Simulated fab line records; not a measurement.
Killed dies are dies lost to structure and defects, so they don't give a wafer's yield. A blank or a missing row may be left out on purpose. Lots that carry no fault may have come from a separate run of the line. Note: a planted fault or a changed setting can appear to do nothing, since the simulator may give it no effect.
Chamber matching -- flow nandHarc -- NHARC_A_BONDPAD_ETCH_12 on rieDiel-06 has 3 sister chambers
The step etches the open film in CHF3/O2, target depth 220 nm, time 110 s. 3 wafers are shown with their chamber, then 6 later ones without.

== WAFERS, EACH WITH ITS CHAMBER ==
wafer,chamber,rfVppV (V)
L749.3,3,374
L755.4,0,367
L756.2,2,368

== WAFERS WITHOUT THEIR CHAMBER ==
wafer,rfVppV (V)
L756.3,366
L756.5,375
L757.2,374
L757.5,366
L766.1,367
L766.5,373

== THE CHAMBER EACH PASSED THROUGH ==
wafer,from the rows above,in truth
L756.3,can't be placed: 0 or 2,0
L756.5,3,3
L757.2,3,3
L757.5,can't be placed: 0 or 2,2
L766.1,can't be placed: 0 or 2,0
L766.5,3,3
Correctly placed: 3 of 6. From these rows, 3 cannot be placed; in 3 the true chamber is one of the candidates. Placed wrongly: 0.
How it was worked out, from the rows above alone: a wafer's distance from a chamber is the root of the sum, over the readings, of the square of ((its reading less the chamber's mean) divided by the reading's scatter). If the next closest chamber is less than 2 further off than the closest, the wafer can't be placed; otherwise it belongs to the closest. For every chamber, the mean is computed from those of its wafers that are shown. The scatter: root of mean squared gap, hidden wafer to nearest shown wafer, with one shown wafer a chamber.
